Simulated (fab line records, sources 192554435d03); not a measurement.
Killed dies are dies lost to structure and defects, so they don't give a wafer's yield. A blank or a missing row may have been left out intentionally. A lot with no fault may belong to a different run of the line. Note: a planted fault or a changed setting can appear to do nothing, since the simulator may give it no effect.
A lot that was struck, set against a sound lot || flow n5Finfet || 38 steps out of a route of 1938
Sound: the wafers L858.1, L858.3, L858.6. Struck: wafer L851.5 (left out: L851.4, a lot-mate that was not struck); the cause follows at the end.
At each step with rows: each side's tool, then ch and its chambers, then its first start. Under that, the readings that differ: sound wafers || struck wafers || difference of the means || sigmas: that difference in standard deviations of wafers without a fault.
alike: readings whose means differ by less than 2 such deviations, and words and numbers that are the same on both sides. not compared: withheld readings, readings that some wafer has no value for, bounds like >300 that may hide the same value, and numbers for which the record gives no deviation and whose values overlap.
The two part at a step that has a row with sigmas, a row that says differs or no value, or rows on one side only. Numbers that have no deviation but don't overlap get no sigmas and don't part them. A reading that every wafer of one side lacks parts them only if that side has two wafers or more.

first, 12 steps without rows for these wafers: N5_BEOL_M0_ALD_136 (deposits TaN, pulse time 2 s, purge time 3 s, co reactant purge time 2 s); N5_BEOL_M0_SURFACE_TREAT_137; N5_BEOL_M0_CVD_115 (deposits Co from CCTBA/H2, time 120 s); N5_BEOL_M0_SPUTTER_116 (material Cu, target thk 4 nm, time 7.37 s); N5_BEOL_M0_ANNEAL_117 (time 60 s); N5_BEOL_M0_SPUTTER_132 (material Cu, target thk 4 nm, time 7.37 s); N5_BEOL_M0_ANNEAL_133 (time 60 s); N5_BEOL_M0_SPUTTER_134 (material Cu, target thk 4 nm, time 7.37 s); N5_BEOL_M0_ANNEAL_135 (time 60 s); N5_BEOL_M0_SPUTTER_141 (material Cu, target thk 4 nm, time 7.37 s); N5_BEOL_M0_ECD_118 (material Cu, target thk 300 nm); N5_BEOL_M0_ANNEAL_119 (time 90 s).
N5_BEOL_M0_CMP_120: polishes, stops on SiOC, t overpolish 6.9 s.
  sound on cmp-04 ch 0,3, day 11 23:02; struck on cmp-02 ch 3, day 9 21:33
{"reading": "barrierFieldEndpointS (s)", "sound": "3.37 3.59 3.51", "struck": 7.68, "difference": "+4.19", "sigmas": "+32"}
{"reading": "timeToEndpointS (s)", "sound": "61.2 62.4 61.8", "struck": 79.1, "difference": "+17.3", "sigmas": "+7"}
{"reading": "model.SiOC_of_BEOL_M0_SAQP_ILD_DEP_01.thkNm (nm)", "sound": "39.8 39.4 40.2", "struck": 40.4, "difference": "+0.6", "sigmas": ""}
  alike: motorCurrentA, overpolishRunS
then, 4 steps without rows for these wafers: N5_BEOL_M0_PRE_CLEAN_131 (time 15 s); N5_BEOL_M0_CO_CAP_123 (material Co, precursor CCTBA/H2, target thk 2 nm, time 102.1 s); N5_BEOL_M0_PRE_CLEAN_124 (time 15 s); N5_BEOL_M0_DEP_125 (deposits SiCN from 3MS/NH3, target thk 8 nm, time 14 s).
N5_BEOL_M0_INSPECT_127: inspects for defects (darkfield).
  sound on defectInspect-02 at day 11 23:37; struck on defectInspect-02 at day 9 22:05
{"reading": "rawDefectCount", "sound": "58 61 49", "struck": 3535, "difference": "+3479", "sigmas": "+99 or more"}
then, 18 steps without rows for these wafers: N5_BEOL_M1_ILD_DEP_00 (deposits SiOC from DEMS/O2, target thk 79 nm, time 15.3 s); N5_BEOL_M1_PECVD_72 (deposits SiO2 from TEOS/O2, target thk 16 nm, time 18 s); N5_BEOL_M1_HM_DEP_02 (deposits TiN, target thk 20 nm); N5_BEOL_M1_COAT_61 (time 60 s, resist thk 60 nm); N5_BEOL_M1_COAT_62 (time 60 s, resist thk 12 nm); N5_BEOL_M1_COAT_73 (time 60 s, resist thk 5 nm); N5_BEOL_M1_COAT_05 (resist thk 30 nm); N5_BEOL_M1_EBR_07; N5_BEOL_M1_SOFTBAKE_06 (time 60 s); N5_BEOL_M1_EXPOSE_08 (exposes mask M1); N5_BEOL_M1_PEB_09 (peb time 60 s); N5_BEOL_M1_DEVELOP_10 (develop time 30 s); N5_BEOL_M1_DESCUM_16 (chemistry O2, time 7 s); N5_BEOL_M1_ETCH_74 (etches underlayer in N2/H2, target depth 6.5 nm, time 5.2 s); N5_BEOL_M1_ETCH_63 (etches SiARC in CF4, target depth 15.6 nm, time 26 s); N5_BEOL_M1_ETCH_64 (etches SOC in N2/H2, target depth 75 nm, overetch 15 nm, time 112.5 s); N5_BEOL_M1_STRIP_65 (strips in N2/H2); N5_BEOL_M1_STRIP_75 (strips in N2/H2).
N5_BEOL_M4_RC_MEAS_101:
  the record has rows for the sound wafers here (prober-02 ch 0, day 15 11:35) and none for the struck ones
-- the record jumps here: 9 days lie between the struck wafers' starts before and after (it left off in module BEOL_M4 and takes up again in module PASSIVATION, whose first step shown is number 1936 of the route) --
N5_PASSIVATION_PROBE_49:
  sound on prober-02 at day 20 05:57; struck on prober-01 at day 18 15:51
{"reading": "defectLimitedYield (%)", "sound": "92.4 89.8 92.8", "struck": 0, "difference": -92, "sigmas": -65}
{"reading": "killed_at_M0_to_M3", "sound": "20 38 22", "struck": 1114, "difference": "+1087", "sigmas": "+99"}
{"reading": "killedDies", "sound": "90 120 85", "struck": 1180, "difference": "+1082", "sigmas": "+64"}
{"reading": "killedOnRim", "sound": "13 18 11", "struck": 152, "difference": "+138", "sigmas": "+34"}
{"reading": "sortNPass", "sound": "1090 1060 1095", "struck": 0, "difference": -1082, "sigmas": -64}
{"reading": "sortYieldPct (%)", "sound": "92.4 89.8 92.8", "struck": 0, "difference": -92, "sigmas": -65}
  alike: killed_at_M4_up, killedAtContacts, killedAtFrontEnd, killedAtOther, killedOpen, killedShort, sort_bin_5_function, sort_bin_6_memory

== WHERE THEY PART ==
Earliest at N5_BEOL_M0_CMP_120; latest, in this record, at N5_PASSIVATION_PROBE_49.

WHY: whatever the simulator had introduced
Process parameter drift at N5_BEOL_M0_CMP_120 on cmp-02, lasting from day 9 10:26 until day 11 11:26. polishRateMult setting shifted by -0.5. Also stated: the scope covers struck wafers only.
